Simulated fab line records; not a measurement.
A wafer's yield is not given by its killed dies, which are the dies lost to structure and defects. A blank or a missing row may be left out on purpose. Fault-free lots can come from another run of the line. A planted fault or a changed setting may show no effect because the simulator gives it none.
Which of the tools did it? ; flow nand harc ; 24 lots, 72 wafers sampled, at 6 steps of a route of 1302

WHAT THE GAUGES READ, wafer by wafer
NHARC_A_BLC_OVL_MEAS_11.
lot;measured;on;overlay x nm (nm);overlay y nm (nm)
L074;day 22 10:29;overlay-01;0.1 -0.1 0.1;-0.3 0.0 -0.2
L077;day 23 02:35;overlay-01;0.7 0.6 0.9;-0.8 -0.3 -0.4
L076;day 23 05:42;overlay-01;-2.2 -1.9 -2.2;0.6 1.6 1.5
L075;day 23 10:35;overlay-01;-1.6 -2.0 -2.1;-0.2 -0.3 0.2
L078;day 24 01:40;overlay-02;-0.2 0.3 0.0;1.2 0.7 0.3
L079;day 24 03:08;overlay-01;0.6 1.0 1.4;-1.6 -2.3 -2.2
L081;day 24 22:55;overlay-02;-1.2 -1.6 -1.6;-0.2 -0.2 -0.4
L080;day 25 00:07;overlay-01;-1.3 -0.6 -1.1;0.1 0.7 0.5
L083;day 25 16:01;overlay-01;0.5 0.7 0.7;-0.5 -0.9 -0.5
L082;day 25 16:46;overlay-01;-1.0 -0.4 -0.8;-0.3 -0.3 -0.6
L084;day 26 15:25;overlay-01;-1.0 -0.8 -0.4;0.8 0.9 0.8
L085;day 26 18:34;overlay-01;1.5 0.8 1.3;0.8 0.4 0.8
L086;day 27 18:16;overlay-02;-1.3 -1.7 -1.3;0.9 0.7 0.9
L087;day 27 22:32;overlay-02;-0.4 -0.1 -0.2;0.5 1.3 1.0
L089;day 28 19:16;overlay-02;0.2 0.1 0.5;0.8 0.9 1.0
L088;day 28 22:56;overlay-02;-1.1 -1.1 -0.9;0.5 0.6 0.6
L091;day 29 02:27;overlay-01;-0.3 -0.1 0.3;0.4 1.1 0.5
L092;day 29 03:30;overlay-02;-0.5 -0.5 0.0;-0.7 -0.8 -1.0
L090;day 29 07:01;overlay-02;-0.9 -0.4 -0.4;-0.4 -0.6 -0.9
L093;day 30 09:38;overlay-02;0.3 1.3 0.7;0.0 -0.1 -0.1
L094;day 30 15:01;overlay-01;1.1 0.6 0.5;1.2 1.4 0.7
L095;day 30 23:44;overlay-02;-1.7 -1.1 -1.6;-0.8 0.2 0.0
L097;day 32 05:50;overlay-02;0.9 0.0 0.3;0.6 0.3 0.5
L096;day 32 07:13;overlay-02;0.5 0.4 0.6;0.2 0.1 -0.3

NHARC_A_BLC_CD_MEAS_19.
lot;measured;on;cd nm (nm)
L074;day 22 12:01;cd sem-02;97.3 98.1 98.1
L077;day 23 03:39;cd sem-03;95.1 100.5 101.1
L076;day 23 06:55;cd sem-01;97.8 101.0 99.8
L075;day 23 11:40;cd sem-02;101.7 99.4 98.0
L078;day 24 02:43;cd sem-02;94.0 98.9 97.6
L079;day 24 04:11;cd sem-03;102.0 98.9 99.3
L081;day 24 23:58;cd sem-01;99.6 100.9 95.0
L080;day 25 01:11;cd sem-01;95.6 101.2 98.0
L083;day 25 17:19;cd sem-03;98.3 104.6 96.7
L082;day 25 17:50;cd sem-01;99.9 102.7 99.3
L084;day 26 16:29;cd sem-02;98.4 99.7 99.6
L085;day 26 19:38;cd sem-01;102.1 101.7 101.8
L086;day 27 19:20;cd sem-02;98.4 99.8 98.5
L087;day 27 23:37;cd sem-03;99.7 95.3 97.7
L089;day 28 20:20;cd sem-03;99.0 98.4 100.6
L088;day 29 00:01;cd sem-01;98.9 98.9 101.8
L091;day 29 03:31;cd sem-01;99.2 104.2 100.9
L092;day 29 04:34;cd sem-02;98.5 97.5 97.1
L090;day 29 08:05;cd sem-03;103.1 101.0 97.2
L093;day 30 10:41;cd sem-02;98.1 99.0 102.4
L094;day 30 16:05;cd sem-02;102.7 103.4 102.8
L095;day 31 00:49;cd sem-02;100.1 96.0 103.0
L097;day 32 07:26;cd sem-01;98.0 99.3 101.1
L096;day 32 08:17;cd sem-01;96.9 100.2 100.7

NHARC_A_M0_OVL_MEAS_10: pitch 160 nm.
lot;measured;on;overlay x nm (nm);overlay y nm (nm)
L074;day 22 14:59;overlay-01;0.9 0.9 0.7;2.0 1.8 1.6
L077;day 23 06:28;overlay-02;0.1 -0.2 -0.2;-2.2 -1.6 -2.2
L076;day 23 09:56;overlay-02;-0.1 -0.6 -0.1;-0.2 0.1 0.2
L075;day 23 14:31;overlay-01;-0.2 -0.7 -0.6;0.6 0.3 0.6
L078;day 24 05:41;overlay-01;0.2 -0.3 0.2;1.6 1.5 1.7
L079;day 24 07:11;overlay-02;-1.1 -1.0 -1.5;0.3 0.1 -0.6
L081;day 25 02:56;overlay-02;-0.1 0.5 0.9;-0.9 -1.2 -0.5
L080;day 25 04:29;overlay-01;-0.8 -1.5 -1.4;-0.4 0.1 -0.1
L083;day 25 20:25;overlay-01;-0.6 -0.9 -1.1;0.4 0.8 0.9
L082;day 25 20:58;overlay-01;1.4 1.6 1.7;1.6 0.3 1.2
L084;day 26 19:55;overlay-01;0.2 0.2 -0.1;-0.5 -1.0 -1.1
L085;day 26 22:35;overlay-02;0.6 0.5 0.5;1.3 0.5 0.7
L086;day 27 22:10;overlay-01;-0.5 -0.8 -0.7;-0.3 -0.3 0.2
L087;day 28 02:34;overlay-02;0.1 0.0 -0.7;0.1 0.8 0.8
L089;day 28 23:18;overlay-02;0.9 1.8 1.8;-2.0 -1.8 -1.6
L088;day 29 02:58;overlay-01;-1.1 -1.3 -1.1;0.0 -0.3 0.0
L091;day 29 06:30;overlay-01;0.1 0.6 0.5;0.6 0.2 0.5
L092;day 29 07:32;overlay-02;-1.1 -1.8 -1.0;-0.8 -0.2 0.5
L090;day 29 11:05;overlay-02;0.1 -0.4 0.0;1.0 1.2 0.8
L093;day 30 13:39;overlay-02;0.3 0.8 0.6;0.6 0.6 0.3
L094;day 30 18:55;overlay-01;1.1 0.7 0.2;0.5 0.6 1.1
L095;day 31 03:49;overlay-02;-0.9 -1.2 -0.3;0.6 0.7 0.4
L097;day 32 10:26;overlay-02;0.2 0.4 0.0;-2.7 -1.7 -2.0
L096;day 32 11:17;overlay-02;0.7 0.4 0.6;-0.4 -0.7 -0.6

NHARC_A_BONDPAD_CD_MEAS_09 targets a cd of 500 nm.
lot;measured;on;cd nm (nm)
L074;day 22 23:49;cd sem-02;497.9 496.6 497.6
L077;day 23 15:16;cd sem-01;495.8 500.0 500.5
L076;day 23 18:48;cd sem-03;499.4 499.3 500.2
L075;day 23 22:55;cd sem-02;499.7 501.3 498.4
L078;day 24 14:40;cd sem-01;500.3 504.1 501.1
L079;day 24 15:55;cd sem-03;497.7 500.4 501.1
L081;day 25 11:36;cd sem-02;498.5 498.2 499.4
L080;day 25 13:06;cd sem-03;497.2 501.5 498.9
L083;day 26 04:58;cd sem-01;497.7 498.3 497.2
L082;day 26 05:34;cd sem-02;500.2 499.2 499.2
L084;day 27 04:29;cd sem-03;502.9 503.6 503.8
L085;day 27 07:16;cd sem-02;502.5 502.4 502.0
L086;day 28 06:47;cd sem-02;499.7 503.4 501.6
L087;day 28 11:13;cd sem-03;496.8 501.1 499.9
L089;day 29 07:53;cd sem-03;502.8 498.9 500.4
L088;day 29 11:40;cd sem-01;500.4 500.8 502.0
L091;day 29 15:10;cd sem-03;499.6 498.8 496.1
L092;day 29 16:05;cd sem-03;498.4 500.1 496.7
L090;day 29 19:40;cd sem-02;501.2 497.9 499.6
L093;day 30 22:14;cd sem-03;496.6 499.3 498.2
L094;day 31 03:34;cd sem-02;498.2 499.8 500.9
L095;day 31 13:07;cd sem-02;499.8 496.3 500.9
L097;day 32 19:29;cd sem-01;497.0 496.3 499.5
L096;day 32 20:46;cd sem-01;497.8 499.0 501.5

WHICH TOOL RAN EACH LOT (tool, then ch and the chambers of the sampled wafers, then the start)
lot;NHARC_A_BLC_ETCH_17;NHARC_A_BONDPAD_DEP_00
L074;rie diel-11 ch 0,1,2, day 22 12:01 or earlier;pecvd-01 ch 0,1, day 22 22:27
L077;rie diel-05 ch 1,2,3, day 23 03:39 or earlier;pecvd-01 ch 1,2, day 23 14:02
L076;rie diel-11 ch 0,1, day 23 06:55 or earlier;pecvd-01 ch 0,1,2, day 23 17:39
L075;rie diel-05 ch 0,1,2, day 23 11:40 or earlier;pecvd-01 ch 0,2, day 23 21:55
L078;rie diel-05 ch 0,2,3, day 24 02:43 or earlier;pecvd-04 ch 0,1,2, day 24 14:40 or earlier
L079;rie diel-05 ch 0,1,2, day 24 04:11 or earlier;pecvd-01 ch 0,1,2, day 24 14:40
L081;rie diel-05 ch 1,2,3, day 24 23:58 or earlier;pecvd-01 ch 0,1,2, day 25 10:22
L080;rie diel-05 ch 0,1,3, day 25 01:11 or earlier;pecvd-01 ch 0,1, day 25 11:53
L083;rie diel-07 ch 0,2,3, day 25 17:19 or earlier;pecvd-02 ch 0,1,2, day 26 03:57
L082;rie diel-05 ch 0,1,3, day 25 17:50 or earlier;pecvd-01 ch 1,2, day 26 04:23
L084;rie diel-05 ch 0,2,3, day 26 16:29 or earlier;pecvd-02 ch 0,1,2, day 27 03:23
L085;rie diel-05 ch 0,1,3, day 26 19:38 or earlier;pecvd-02 ch 0,1,2, day 27 06:10
L086;rie diel-05 ch 0,1,2, day 27 19:20 or earlier;pecvd-02 ch 0,2, day 28 06:47 or earlier
L087;rie diel-11 ch 0,3, day 27 23:37 or earlier;pecvd-02 ch 0,2, day 28 10:02
L089;rie diel-05 ch 0,3, day 28 20:20 or earlier;pecvd-04 ch 0,2, day 29 06:40
L088;rie diel-05 ch 0,2,3, day 29 00:01 or earlier;pecvd-02 ch 0,1, day 29 10:29
L091;rie diel-11 ch 1,3, day 29 03:31 or earlier;pecvd-04 ch 1,2, day 29 15:10 or earlier
L092;rie diel-07 ch 0,1,3, day 29 04:34 or earlier;pecvd-02 ch 0,1,2, day 29 14:59
L090;rie diel-05 ch 0,1, day 29 08:05 or earlier;pecvd-04 ch 0,2, day 29 18:31
L093;rie diel-07 ch 1,3, day 30 10:41 or earlier;pecvd-01 ch 0,1,2, day 30 21:11
L094;rie diel-05 ch 0,1, day 30 16:05 or earlier;pecvd-04 ch 0,1,2, day 31 03:34 or earlier
L095;rie diel-05 ch 0,2, day 31 00:49 or earlier;pecvd-02 ch 0,2, day 31 11:56
L097;rie diel-11 ch 0,3, day 32 07:26 or earlier;pecvd-01 ch 0,2, day 32 18:18
L096;rie diel-05 ch 0,1,3, day 32 08:17 or earlier;pecvd-01 ch 0,1,2, day 32 19:35
- NHARC_A_BLC_ETCH_17: etches the open film in N2/H2, target depth 390 nm, time 609.38 s.
- NHARC_A_BONDPAD_DEP_00: deposits SiCN, target thk 250 nm.

AS READ BY THE TOOLS THEMSELVES (means over the sampled wafers that have a number; for cases with no such wafer, the mark the record gives instead)
NHARC_A_BLC_ETCH_17.
lot;tool;drypump motor current A (A);oes product au (a.u.);rf fwd power W (W);rf vpp V (V);showerhead plenum p Torr (Torr);throttle valve pct (%)
L074;rie diel-11;5.6;1.001;400.3;433.1;2.11;14.181
L077;rie diel-05;5.7;1.005;399.3;427.9;1.96;14.171
L076;rie diel-11;5.7;0.992;400.7;432.4;2.08;14.167
L075;rie diel-05;5.8;1.014;400.7;427.8;1.96;14.175
L078;rie diel-05;5.6;1.006;398.8;429.3;1.96;14.165
L079;rie diel-05;5.8;1.014;399.0;427.7;1.96;14.174
L081;rie diel-05;5.8;1.005;400.5;427.4;1.95;14.176
L080;rie diel-05;5.7;1.010;399.4;428.2;1.98;14.169
L083;rie diel-07;5.8;1.001;399.1;430.7;2.04;14.176
L082;rie diel-05;5.7;1.013;398.1;428.3;1.98;14.169
L084;rie diel-05;5.6;1.008;398.5;428.2;1.96;14.175
L085;rie diel-05;5.6;1.008;399.8;428.2;1.98;14.175
L086;rie diel-05;5.8;1.003;399.6;428.5;1.96;14.173
L087;rie diel-11;5.8;1.006;398.8;432.8;2.11;14.173
L089;rie diel-05;5.5;1.015;401.2;428.9;1.99;14.176
L088;rie diel-05;5.6;1.003;399.6;428.5;1.96;14.168
L091;rie diel-11;6.0;0.997;398.8;432.9;2.14;14.165
L092;rie diel-07;5.7;0.987;399.4;429.1;1.99;14.172
L090;rie diel-05;5.8;0.999;399.9;428.1;1.98;14.177
L093;rie diel-07;5.6;0.978;399.8;429.9;2.01;14.182
L094;rie diel-05;5.6;1.010;400.4;429.2;1.98;14.171
L095;rie diel-05;5.6;1.004;400.6;428.8;1.96;14.172
L097;rie diel-11;5.8;1.010;398.6;432.5;2.11;14.171
L096;rie diel-05;5.6;1.009;399.9;429.1;1.98;14.169

NHARC_A_BONDPAD_DEP_00.
lot;tool;heater power w (W);rf fwd power W (W)
L074;pecvd-01;598;446.3
L077;pecvd-01;542;450.2
L076;pecvd-01;517;448.6
L075;pecvd-01;528;449.0
L078;pecvd-04;584;449.3
L079;pecvd-01;537;448.7
L081;pecvd-01;560;449.3
L080;pecvd-01;549;449.8
L083;pecvd-02;534;449.6
L082;pecvd-01;524;449.4
L084;pecvd-02;513;449.4
L085;pecvd-02;545;448.8
L086;pecvd-02;508;450.5
L087;pecvd-02;505;448.9
L089;pecvd-04;514;449.7
L088;pecvd-02;496;449.1
L091;pecvd-04;587;448.4
L092;pecvd-02;539;448.7
L090;pecvd-04;503;450.6
L093;pecvd-01;543;449.3
L094;pecvd-04;548;449.6
L095;pecvd-02;523;449.4
L097;pecvd-01;563;449.6
L096;pecvd-01;553;447.2

THE ANSWER, worked out from the rows above alone
Rule: usual is defined by the lots themselves. The widest of any qualifying gaps counts: lots, ordered by their means at a reading, are off when they make up no more than a third of the lots, leave a main group of 4 or more, and stand apart from it by 3 or more times the standard deviation of that group's means. A main group is skipped when, at the precision printed for the reading in the tables above, its means are all equal. A lot without any number at a reading at which 4 lots or more have one is off too. The other lots that the step has rows for count as sound. The gauges are gone through in route order, then the tools' own readings, and for those a lot's mean is taken as printed above. The first step at which some lot is off is used, and at that step the reading that is off furthest; a lot without a number counts as furthest.
No lot is off on any of the readings shown, so nothing can be concluded from this.

WHAT THE SIMULATOR HAD INSERTED
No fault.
